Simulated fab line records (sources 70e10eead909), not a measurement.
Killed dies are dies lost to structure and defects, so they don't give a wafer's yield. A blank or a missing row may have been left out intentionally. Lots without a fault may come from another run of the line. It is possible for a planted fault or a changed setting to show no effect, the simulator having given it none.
What tool caused it?	flow nandHarc	69 wafers from 23 lots sampled at 6 of the route's 1302 steps

WHAT THE GAUGES SHOWED, per wafer
The record lacks any reading of a measuring or inspecting step that a usual standard deviation could be used to judge.

TOOL THAT RAN EACH LOT (tool first, then ch and the chambers of the sampled wafers, then the start)
lot	NHARC_A_STAIRCASE_DESCUM_443	NHARC_A_STAIRCASE_STRIP_446	NHARC_A_STAIRCASE_STRIP_475	NHARC_A_SLIT_ETCH_17	NHARC_A_SLIT_ETCH_26	NHARC_A_WL_FILL_ALD_02
L075	rieDiel-13 ch 1,2,3, day 19 05:44	plasmaAsher-02 ch 0,1, day 19 10:16	rieDiel-01 ch 0,3, day 19 12:09	harEtch-01 ch 0,1, day 20 02:36	harEtch-01 ch 0,1, day 20 06:16	aldMetal-02 ch 0,2,3, day 20 15:01
L074	rieDiel-01 ch 0,2, day 19 05:55	plasmaAsher-01 ch 0,1, day 19 11:23	rieDiel-13 ch 1,3, day 20 06:20 or earlier	harEtch-02 ch 0,1, day 20 06:20	harEtch-02 ch 0,1, day 20 10:00	aldMetal-01 ch 0,1,3, day 20 18:35
L076	rieDiel-02 ch 2,3, day 19 10:14	plasmaAsher-01 ch 0,1, day 19 14:46	rieDiel-01 ch 0,2,3, day 20 08:37 or earlier	harEtch-01 ch 0,1, day 20 08:37	harEtch-01 ch 0,1, day 20 12:16	aldMetal-03 ch 1,2,3, day 20 23:24
L078	rieDiel-13 ch 0,1,3, day 20 03:57	plasmaAsher-01 ch 0,1, day 20 08:30	rieDiel-13 ch 1,3, day 21 04:58 or earlier	harEtch-01 ch 0,1, day 21 04:58	harEtch-01 ch 0,1, day 21 07:25	aldMetal-01 ch 1,2, day 21 15:26
L077	rieDiel-01 ch 0,2,3, day 20 04:00	plasmaAsher-02 ch 0,1, day 20 08:31	rieDiel-02 ch 0,1,2, day 21 03:10 or earlier	harEtch-02 ch 0,1, day 21 03:10	harEtch-02 ch 0,1, day 21 06:49	aldMetal-03 ch 0,1,2, day 21 15:25
L079	rieDiel-01 ch 0,2,3, day 20 22:18	plasmaAsher-02 ch 0,1, day 21 02:50	rieDiel-13 ch 0,2, day 21 21:46 or earlier	harEtch-01 ch 0,1, day 21 21:46	harEtch-01 ch 0,1, day 22 01:22	aldMetal-03 ch 0,2,3, day 22 09:53
L080	rieDiel-02 ch 1,2, day 20 22:28	plasmaAsher-02 ch 1, day 21 03:07	rieDiel-13 ch 2,3, day 21 23:25 or earlier	harEtch-02 ch 0,1, day 21 23:25	harEtch-02 ch 0,1, day 22 03:05	aldMetal-03 ch 0,2, day 22 11:40
L081	rieDiel-02 ch 0,3, day 21 16:18	plasmaAsher-02 ch 0,1, day 21 20:51	rieDiel-13 ch 2,3, day 21 22:46	harEtch-02 ch 0,1, day 22 13:31	harEtch-02 ch 0,1, day 22 17:08	aldMetal-03 ch 0,1,2, day 23 02:08
L082	rieDiel-02 ch 0,2,3, day 22 14:08	plasmaAsher-02 ch 0,1, day 22 18:38	rieDiel-01 ch 0,1,2, day 23 11:26 or earlier	harEtch-02 ch 0,1, day 23 11:26	harEtch-02 ch 0,1, day 23 15:04	aldMetal-02 ch 0,2,3, day 23 23:40
L086	rieDiel-01 ch 0,2,3, day 23 01:31	plasmaAsher-02 ch 0,1, day 23 05:59	rieDiel-01 ch 0,2,3, day 24 03:45 or earlier	harEtch-01 ch 0,1, day 24 03:45	harEtch-01 ch 0,1, day 24 07:17	aldMetal-03 ch 0,2, day 24 15:56
L083	rieDiel-02 ch 1,2, day 23 01:40	plasmaAsher-01 ch 1, day 23 06:09	rieDiel-02 ch 0,3, day 24 01:24 or earlier	harEtch-02 ch 0,1, day 24 01:24	harEtch-02 ch 0,1, day 24 04:30	aldMetal-03 ch 1,2, day 24 13:07
L084	rieDiel-13 ch 0,2,3, day 23 01:51	plasmaAsher-02 ch 0,1, day 23 06:20	rieDiel-13 ch 1,2,3, day 24 05:15 or earlier	harEtch-02 ch 0,1, day 24 05:15	harEtch-02 ch 0,1, day 24 08:17	aldMetal-01 ch 1,2,3, day 24 15:53
L085	rieDiel-02 ch 1,2,3, day 23 08:46	plasmaAsher-01 ch 0,1, day 23 13:16	rieDiel-13 ch 0,3, day 24 12:13 or earlier	harEtch-01 ch 0,1, day 24 12:13	harEtch-01 ch 0,1, day 24 15:15	aldMetal-03 ch 0,2, day 25 02:29
L087	rieDiel-13 ch 2,3, day 24 12:28	plasmaAsher-01 ch 0,1, day 24 16:56	rieDiel-01 ch 0,2,3, day 25 09:34 or earlier	harEtch-02 ch 1, day 25 09:34	harEtch-02 ch 1, day 25 13:10	aldMetal-03 ch 0,2, day 25 21:45
L088	rieDiel-02 ch 0,1,2, day 24 12:37	plasmaAsher-02 ch 0,1, day 24 17:05	rieDiel-13 ch 0,1,3, day 25 13:01 or earlier	harEtch-01 ch 0,1, day 25 13:01	harEtch-01 ch 0,1, day 25 16:07	aldMetal-02 ch 0,1,2, day 26 00:51
L089	rieDiel-02 ch 0,1,3, day 24 18:36	plasmaAsher-02 ch 0,1, day 24 23:10	rieDiel-01 ch 1,3, day 25 17:28 or earlier	harEtch-01 ch 0,1, day 25 17:28	harEtch-01 ch 0,1, day 25 19:56	aldMetal-01 ch 0,2, day 26 04:32
L091	rieDiel-13 ch 0,1,2, day 25 05:10	plasmaAsher-01 ch 0,1, day 25 09:43	rieDiel-02 ch 0,1,2, day 26 07:28 or earlier	harEtch-01 ch 0, day 26 07:28	harEtch-01 ch 0, day 26 12:22	aldMetal-02 ch 1,2,3, day 26 21:08
L093	rieDiel-02 ch 2,3, day 26 16:38	plasmaAsher-01 ch 0,1, day 26 22:08	rieDiel-13 ch 1,2,3, day 27 00:03	harEtch-02 ch 0,1, day 27 20:59	harEtch-02 ch 0,1, day 28 00:37	aldMetal-02 ch 0,2,3, day 28 10:12
L092	rieDiel-13 ch 0,1,2, day 26 16:41	plasmaAsher-02 ch 0,1, day 26 21:07	rieDiel-13 ch 1,2,3, day 27 17:47 or earlier	harEtch-02 ch 0,1, day 27 17:47	harEtch-02 ch 0,1, day 27 20:50	aldMetal-01 ch 2,3, day 28 05:19
L094	rieDiel-01 ch 1,2,3, day 26 16:43	plasmaAsher-01 ch 0,1, day 26 21:19	rieDiel-02 ch 1,3, day 26 23:17	harEtch-01 ch 0,1, day 27 18:46	harEtch-01 ch 0,1, day 27 22:26	aldMetal-03 ch 0,1, day 28 07:02
L096	rieDiel-02 ch 2,3, day 27 16:44	plasmaAsher-02 ch 0,1, day 27 21:15	rieDiel-13 ch 0,2,3, day 28 13:37 or earlier	harEtch-01 ch 0,1, day 28 13:37	harEtch-01 ch 0,1, day 28 17:16	aldMetal-02 ch 0,2, day 29 02:08
L095	rieDiel-01 ch 0,1,2, day 27 16:53	plasmaAsher-01 ch 0,1, day 27 21:23	rieDiel-02 ch 1,2,3, day 28 14:23 or earlier	harEtch-02 ch 0,1, day 28 14:23	harEtch-02 ch 0,1, day 28 17:29	aldMetal-01 ch 0,2,3, day 29 01:56
L097	rieDiel-02 ch 0,1,3, day 28 14:14	plasmaAsher-01 ch 0,1, day 28 18:44	rieDiel-01 ch 1,2,3, day 29 16:45 or earlier	harEtch-02 ch 0,1, day 29 16:45	harEtch-02 ch 0,1, day 29 20:22	aldMetal-02 ch 0,1,3, day 30 08:58
- NHARC_A_STAIRCASE_DESCUM_443: chemistry O2, time 3 s.
- NHARC_A_STAIRCASE_STRIP_446: strips in O2.
- NHARC_A_STAIRCASE_STRIP_475: strips in O2, time 20 s.
- NHARC_A_SLIT_ETCH_17: etches the open film in C4F8/O2/Ar, time 4254.5 s, target depth 20300 nm.
- NHARC_A_SLIT_ETCH_26: etches the open film in C4F8/O2/Ar, time 90 s, target depth 400 nm.
- NHARC_A_WL_FILL_ALD_02: deposits TiN, target thk 2 nm, pulse time 3 s, ald cycles 100.

WHAT THE TOOLS THEMSELVES READ (means of the sampled wafers that have a number; where no wafer has one, the mark that the record gives instead)
NHARC_A_STAIRCASE_DESCUM_443. Usual: drypumpMotorCurrentA 5.6 A, standard deviation 0.36; oesProductAu 1.000 a.u., standard deviation 0.016; rfVppV 57.6 V, standard deviation 0.93; showerheadPlenumPTorr 1.90 Torr, standard deviation 0.093; throttleValvePct 11.312 %, standard deviation 0.0097.
lot	tool	drypumpMotorCurrentA (A)	oesProductAu (a.u.)	rfVppV (V)	showerheadPlenumPTorr (Torr)	throttleValvePct (%)	flag
L075	rieDiel-13	5.6	1.022	58.1	2.02	11.310	
L074	rieDiel-01	6.0	1.007	57.4	1.84	11.296	
L076	rieDiel-02	5.4	1.001	57.4	1.97	11.309	
L078	rieDiel-13	5.9	1.019	58.2	1.93	11.304	
L077	rieDiel-01	5.7	0.985	56.7	1.88	11.315	
L079	rieDiel-01	5.7	0.996	57.1	1.87	11.308	
L080	rieDiel-02	5.5	1.019	57.5	1.90	11.311	
L081	rieDiel-02	5.5	0.987	57.1	1.87	11.313	
L082	rieDiel-02	5.6	1.003	57.7	1.88	11.310	
L086	rieDiel-01	5.7	0.981	57.8	1.87	11.310	
L083	rieDiel-02	5.8	1.010	57.6	1.85	11.313	
L084	rieDiel-13	5.6	1.011	57.5	1.93	11.306	
L085	rieDiel-02	5.5	0.997	58.0	1.93	11.301	
L087	rieDiel-13	5.3	1.014	58.1	1.99	11.320	
L088	rieDiel-02	5.6	0.999	57.6	1.84	11.308	
L089	rieDiel-02	5.4	1.006	58.0	1.92	11.310	
L091	rieDiel-13	6.0	1.000	58.1	1.93	11.308	
L093	rieDiel-02	5.5	0.973	58.2	1.95	11.316	
L092	rieDiel-13	6.0	1.002	57.9	1.93	11.310	
L094	rieDiel-01	5.5	0.996	57.8	1.90	11.320	
L096	rieDiel-02	5.5	0.971	58.2	1.95	11.314	
L095	rieDiel-01	5.8	1.004	58.0	1.85	11.312	
L097	rieDiel-02	5.4	0.995	56.9	1.91	11.317	

NHARC_A_STAIRCASE_STRIP_446. Usual: drypumpMotorCurrentA 5.9 A, standard deviation 0.37; heaterPowerW 351 W, standard deviation 41.
lot	tool	drypumpMotorCurrentA (A)	heaterPowerW (W)	flag
L075	plasmaAsher-02	6.1	345	
L074	plasmaAsher-01	5.6	314	
L076	plasmaAsher-01	5.7	317	
L078	plasmaAsher-01	5.7	317	
L077	plasmaAsher-02	6.1	355	
L079	plasmaAsher-02	6.1	344	
L080	plasmaAsher-02	5.5	402	
L081	plasmaAsher-02	6.1	350	
L082	plasmaAsher-02	6.1	354	
L086	plasmaAsher-02	6.1	344	
L083	plasmaAsher-01	6.0	372	
L084	plasmaAsher-02	5.9	379	
L085	plasmaAsher-01	5.9	355	
L087	plasmaAsher-01	5.8	352	
L088	plasmaAsher-02	5.8	376	
L089	plasmaAsher-02	5.8	374	
L091	plasmaAsher-01	5.8	356	
L093	plasmaAsher-01	5.7	327	
L092	plasmaAsher-02	6.1	346	
L094	plasmaAsher-01	5.6	336	
L096	plasmaAsher-02	5.9	378	
L095	plasmaAsher-01	5.7	332	
L097	plasmaAsher-01	5.8	354	

NHARC_A_STAIRCASE_STRIP_475. Usual: drypumpMotorCurrentA 5.7 A, standard deviation 0.4; oesProductAu 0.999 a.u., standard deviation 0.018; rfVppV 57.7 V, standard deviation 0.91; showerheadPlenumPTorr 3.54 Torr, standard deviation 0.16; throttleValvePct 17.036 %, standard deviation 0.0095.
lot	tool	drypumpMotorCurrentA (A)	oesProductAu (a.u.)	rfVppV (V)	showerheadPlenumPTorr (Torr)	throttleValvePct (%)	flag
L075	rieDiel-01	5.5	0.989	57.0	3.53	17.036	
L074	rieDiel-13	5.8	1.021	57.8	3.71	17.043	
L076	rieDiel-01	5.7	0.986	57.6	3.47	17.032	
L078	rieDiel-13	5.8	1.016	57.6	3.70	17.030	
L077	rieDiel-02	5.7	1.004	57.5	3.43	17.030	
L079	rieDiel-13	5.8	1.012	57.1	3.57	17.029	
L080	rieDiel-13	5.3	1.043	57.7	3.68	17.033	
L081	rieDiel-13	5.3	1.023	57.6	3.67	17.032	
L082	rieDiel-01	5.9	0.986	57.7	3.44	17.033	
L086	rieDiel-01	5.7	0.984	56.9	3.45	17.032	
L083	rieDiel-02	5.5	0.984	57.5	3.45	17.030	
L084	rieDiel-13	5.6	1.002	57.8	3.69	17.037	
L085	rieDiel-13	5.6	1.011	58.6	3.53	17.038	
L087	rieDiel-01	5.6	0.990	57.4	3.44	17.036	
L088	rieDiel-13	5.9	1.012	57.8	3.54	17.029	
L089	rieDiel-01	5.5	1.000	58.0	3.55	17.047	
L091	rieDiel-02	5.7	0.996	57.7	3.41	17.047	
L093	rieDiel-13	5.6	0.997	58.0	3.67	17.037	
L092	rieDiel-13	5.6	0.997	57.6	3.67	17.034	
L094	rieDiel-02	5.3	0.992	58.7	3.62	17.032	
L096	rieDiel-13	5.7	1.000	56.9	3.53	17.040	
L095	rieDiel-02	5.5	0.998	57.5	3.53	17.041	
L097	rieDiel-01	5.5	0.995	57.5	3.49	17.030	

NHARC_A_SLIT_ETCH_17. Usual: drypumpMotorCurrentA 5.8 A, standard deviation 0.51; oesAirLineAu 0.999 a.u., standard deviation 0.02; showerheadPlenumPTorr 3.65 Torr, standard deviation 0.18; throttleValvePct 32.046 %, standard deviation 0.0097.
lot	tool	drypumpMotorCurrentA (A)	oesAirLineAu (a.u.)	showerheadPlenumPTorr (Torr)	throttleValvePct (%)	flag
L075	harEtch-01	6.1	1.007	3.50	32.051	
L074	harEtch-02	5.3	1.001	3.77	32.042	
L076	harEtch-01	6.3	1.011	3.47	32.050	
L078	harEtch-01	6.1	1.007	3.50	32.046	
L077	harEtch-02	5.3	0.991	3.76	32.049	
L079	harEtch-01	6.3	0.988	3.46	32.057	
L080	harEtch-02	5.3	0.972	3.75	32.050	
L081	harEtch-02	5.6	0.971	3.83	32.045	
L082	harEtch-02	5.6	1.019	3.82	32.051	
L086	harEtch-01	6.3	0.999	3.44	32.034	
L083	harEtch-02	5.3	1.004	3.74	32.045	
L084	harEtch-02	5.3	1.008	3.74	32.047	
L085	harEtch-01	6.1	0.983	3.47	32.049	
L087	harEtch-02	5.9	0.997	3.88	32.049	
L088	harEtch-01	6.3	1.008	3.43	32.048	
L089	harEtch-01	6.3	1.005	3.43	32.045	
L091	harEtch-01	5.9	1.007	3.49	32.045	
L093	harEtch-02	5.6	1.024	3.79	32.044	
L092	harEtch-02	5.6	1.022	3.79	32.051	
L094	harEtch-01	6.3	0.982	3.79	32.044	
L096	harEtch-01	6.1	0.994	3.62	32.046	
L095	harEtch-02	5.6	1.000	3.78	32.044	
L097	harEtch-02	5.3	1.017	3.69	32.042	

NHARC_A_SLIT_ETCH_26. Usual: biasV 400 V, standard deviation 3.6; drypumpMotorCurrentA 5.8 A, standard deviation 0.51; oesAirLineAu 0.999 a.u., standard deviation 0.021; showerheadPlenumPTorr 3.68 Torr, standard deviation 0.18; throttleValvePct 27.619 %, standard deviation 0.0093.
lot	tool	biasV (V)	drypumpMotorCurrentA (A)	oesAirLineAu (a.u.)	showerheadPlenumPTorr (Torr)	throttleValvePct (%)	flag
L075	harEtch-01	399	6.1	1.004	3.53	27.618	
L074	harEtch-02	402	5.3	0.999	3.80	27.617	
L076	harEtch-01	401	6.3	0.997	3.49	27.618	
L078	harEtch-01	399	6.1	1.011	3.52	27.616	
L077	harEtch-02	400	5.3	1.002	3.80	27.609	
L079	harEtch-01	401	6.3	0.993	3.48	27.623	
L080	harEtch-02	400	5.3	0.983	3.79	27.623	
L081	harEtch-02	403	5.6	1.020	3.86	27.622	
L082	harEtch-02	404	5.6	1.003	3.85	27.617	
L086	harEtch-01	402	6.3	1.024	3.47	27.623	
L083	harEtch-02	403	5.3	0.996	3.78	27.619	
L084	harEtch-02	398	5.3	0.996	3.77	27.614	
L085	harEtch-01	401	6.1	1.017	3.50	27.622	
L087	harEtch-02	400	5.9	0.992	3.91	27.619	
L088	harEtch-01	398	6.3	0.995	3.46	27.626	
L089	harEtch-01	400	6.3	1.016	3.46	27.626	
L091	harEtch-01	400	5.9	0.994	3.51	27.620	
L093	harEtch-02	403	5.6	0.979	3.82	27.622	
L092	harEtch-02	399	5.6	1.015	3.82	27.629	
L094	harEtch-01	402	6.3	1.006	3.82	27.617	
L096	harEtch-01	399	6.1	0.990	3.65	27.615	
L095	harEtch-02	404	5.6	0.995	3.81	27.621	
L097	harEtch-02	400	5.3	0.988	3.73	27.618	

NHARC_A_WL_FILL_ALD_02. Usual: heaterPowerW 1049 W, standard deviation 54; precursorPulseHeightRel 1.001, standard deviation 0.02.
lot	tool	heaterPowerW (W)	precursorPulseHeightRel	flag
L075	aldMetal-02	1075	1.003	
L074	aldMetal-01	1034	0.994	
L076	aldMetal-03	1008	1.013	
L078	aldMetal-01	1047	1.008	
L077	aldMetal-03	1085	0.979	
L079	aldMetal-03	1028	0.989	
L080	aldMetal-03	1105	0.989	
L081	aldMetal-03	1069	1.006	
L082	aldMetal-02	1089	1.003	
L086	aldMetal-03	1085	1.014	
L083	aldMetal-03	1046	1.003	
L084	aldMetal-01	1054	1.001	
L085	aldMetal-03	1044	1.000	
L087	aldMetal-03	1073	0.997	
L088	aldMetal-02	1049	1.005	
L089	aldMetal-01	1032	0.983	
L091	aldMetal-02	1067	0.997	
L093	aldMetal-02	1060	1.003	
L092	aldMetal-01	1050	1.008	
L094	aldMetal-03	1107	0.999	
L096	aldMetal-02	1079	0.982	
L095	aldMetal-01	1031	1.016	
L097	aldMetal-02	1038	1.006	

THE ANSWER, worked out from the rows above alone
Rule: a lot counts as off when the mean over its wafers that have a number is more than 3 standard deviations away from the usual mean. Also off: a lot with no number at a reading for which 4 or more lots have one. Where the step has rows for the other lots, those lots are counted as sound. Order of review: gauges by route order, followed by the tools' own readings, for which a lot's mean as printed above is used. At the first step where some lot is off, the reading lying furthest off is the one used; lots without a number count as furthest.
Across all readings shown, no lot is off: no conclusion can be drawn from this.

WHAT WAS PUT IN BY THE SIMULATOR
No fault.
